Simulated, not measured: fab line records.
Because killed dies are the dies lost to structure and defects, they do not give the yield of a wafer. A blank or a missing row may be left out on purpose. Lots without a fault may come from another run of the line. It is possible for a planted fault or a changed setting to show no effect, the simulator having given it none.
What tool caused it? | flow nand harc | 24 lots, 72 wafers sampled, at 3 steps of a route of 1302

## WHAT EACH GAUGE READ, for each wafer
NHARC_A_CONTACT_CD_MEAS_69 targets a cd of 300 nm. Usual: 299.9 nm for cd nm, sd 0.41.
lot  | measured     | on        | cd nm (nm)        | flag
L074 | day 22 02:07 | cd sem-01 | 300.3 300.0 300.2 |
L075 | day 22 07:19 | cd sem-01 | 299.8 299.4 299.4 |
L076 | day 22 08:28 | cd sem-02 | 299.8 299.5 299.7 |
L079 | day 23 08:46 | cd sem-02 | 300.5 298.9 300.6 |
L077 | day 23 09:37 | cd sem-03 | 299.7 299.8 299.3 |
L080 | day 23 16:01 | cd sem-03 | 299.8 300.2 299.6 |
L078 | day 23 15:47 | cd sem-01 | 299.8 300.3 300.6 |
L081 | day 24 17:11 | cd sem-03 | 300.3 300.7 300.5 |
L082 | day 24 20:01 | cd sem-01 | 299.6 299.5 300.0 |
L083 | day 25 10:43 | cd sem-01 | 299.4 300.6 299.9 |
L085 | day 26 01:36 | cd sem-02 | 300.3 299.7 300.1 |
L084 | day 26 01:59 | cd sem-01 | 299.5 299.4 299.3 |
L086 | day 26 23:53 | cd sem-02 | 300.3 299.8 300.4 |
L087 | day 27 09:51 | cd sem-03 | 299.5 299.6 299.3 |
L089 | day 27 18:18 | cd sem-03 | 299.2 299.6 299.6 |
L088 | day 27 22:46 | cd sem-02 | 299.9 300.1 300.8 |
L090 | day 28 18:30 | cd sem-02 | 300.2 300.4 300.4 |
L091 | day 29 09:04 | cd sem-03 | 300.3 299.4 300.3 |
L093 | day 29 12:11 | cd sem-03 | 299.5 299.4 299.9 |
L092 | day 29 14:02 | cd sem-02 | 299.5 299.9 299.8 |
L094 | day 30 04:30 | cd sem-03 | 299.7 300.1 300.2 |
L095 | day 30 20:22 | cd sem-03 | 300.7 299.9 299.8 |
L097 | day 31 12:14 | cd sem-01 | 300.4 300.4 300.5 |
L096 | day 32 12:38 | cd sem-02 | 300.4 299.9 300.0 |

## EACH LOT AND THE TOOL THAT RAN IT (in order: tool; ch and the chambers of the sampled wafers; start)
lot  | NHARC_A_CONTACT_ETCH_122             | NHARC_A_CONTACT_DEP_57
L074 | har cap etch-02 ch 0,1, day 21 19:37 | acl dep-02 ch 0, day 21 23:47
L075 | har cap etch-03 ch 0,1, day 22 01:00 | acl dep-03 ch 0, day 22 04:01
L076 | har cap etch-02 ch 0,1, day 22 02:13 | acl dep-02 ch 0, day 22 05:03
L079 | har cap etch-01 ch 0,1, day 23 02:05 | acl dep-03 ch 0, day 23 04:46
L077 | har cap etch-02 ch 0,1, day 23 02:38 | acl dep-02 ch 0, day 23 05:38
L080 | har cap etch-01 ch 0,1, day 23 09:34 | acl dep-01 ch 0, day 23 12:02
L078 | har cap etch-03 ch 0,1, day 23 09:40 | acl dep-03 ch 0, day 23 11:58
L081 | har cap etch-03 ch 0,1, day 24 09:55 | acl dep-01 ch 0, day 24 13:14
L082 | har cap etch-02 ch 0,1, day 24 13:53 | acl dep-02 ch 0, day 24 16:11
L083 | har cap etch-02 ch 0,1, day 25 04:11 | acl dep-02 ch 0, day 25 06:45
L085 | har cap etch-02 ch 0,1, day 25 19:04 | acl dep-01 ch 0, day 25 21:37
L084 | har cap etch-03 ch 0,1, day 25 19:45 | acl dep-02 ch 0, day 25 22:37
L086 | har cap etch-01 ch 0,1, day 26 12:43 | acl dep-03 ch 0, day 26 21:07
L087 | har cap etch-01 ch 0,1, day 27 00:37 | acl dep-01 ch 0, day 27 06:32
L089 | har cap etch-02 ch 0,1, day 27 12:03 | acl dep-03 ch 0, day 27 14:56
L088 | har cap etch-02 ch 0,1, day 27 16:17 | acl dep-02 ch 0, day 27 19:19
L090 | har cap etch-02 ch 0,1, day 28 11:48 | acl dep-01 ch 0, day 28 15:23
L091 | har cap etch-03 ch 0,1, day 29 00:52 | acl dep-03 ch 0, day 29 06:11
L093 | har cap etch-02 ch 0,1, day 29 02:29 | acl dep-03 ch 0, day 29 08:51
L092 | har cap etch-03 ch 0,1, day 29 06:33 | acl dep-02 ch 0, day 29 10:01
L094 | har cap etch-02 ch 0,1, day 29 21:01 | acl dep-02 ch 0, day 30 01:02
L095 | har cap etch-03 ch 0,1, day 30 12:30 | acl dep-03 ch 0, day 30 16:58
L097 | har cap etch-03 ch 0,1, day 31 05:37 | acl dep-02 ch 0, day 31 08:50
L096 | har cap etch-01 ch 0,1, day 32 02:14 | acl dep-03 ch 0, day 32 08:37
- NHARC_A_CONTACT_ETCH_122: etches the open film in C4F8/O2/Ar, time 190 s, target depth 1850 nm.
- NHARC_A_CONTACT_DEP_57: deposits aC, target thk 5300 nm.

## AS READ BY THE TOOLS THEMSELVES (means over the sampled wafers that have a number; for cases with no such wafer, the mark the record gives instead)
NHARC_A_CONTACT_DEP_57. Usual: 34.999 % for throttle valve pct, sd 0.009.
lot  | tool       | throttle valve pct (%) | flag
L074 | acl dep-02 | 34.988                 |
L075 | acl dep-03 | 35.006                 |
L076 | acl dep-02 | 34.995                 |
L079 | acl dep-03 | 34.999                 |
L077 | acl dep-02 | 34.992                 |
L080 | acl dep-01 | 35.004                 |
L078 | acl dep-03 | 34.994                 |
L081 | acl dep-01 | 35.002                 |
L082 | acl dep-02 | 35.005                 |
L083 | acl dep-02 | 35.001                 |
L085 | acl dep-01 | 34.998                 |
L084 | acl dep-02 | 34.998                 |
L086 | acl dep-03 | 34.995                 |
L087 | acl dep-01 | 35.006                 |
L089 | acl dep-03 | 35.001                 |
L088 | acl dep-02 | 34.994                 |
L090 | acl dep-01 | 35.001                 |
L091 | acl dep-03 | 34.998                 |
L093 | acl dep-03 | 35.002                 |
L092 | acl dep-02 | 35.002                 |
L094 | acl dep-02 | 35.001                 |
L095 | acl dep-03 | 34.999                 |
L097 | acl dep-02 | 35.000                 |
L096 | acl dep-03 | 35.001                 |

## THE ANSWER, worked out from the rows above alone
Rule: a lot counts as off when the mean over its wafers that have a number is more than 3 standard deviations away from the usual mean. A lot without any number at a reading at which 4 lots or more have one is off too. Any other lot the step has rows for is counted as sound. The gauges are gone through in route order, then the tools' own readings, and for those a lot's mean is taken as printed above. The first step at which some lot is off is used, and at that step the reading that is off furthest; a lot without a number counts as furthest.
No lot is off on any of the readings shown, so nothing can be concluded from this.

## WHAT THE SIMULATOR HAD PUT IN
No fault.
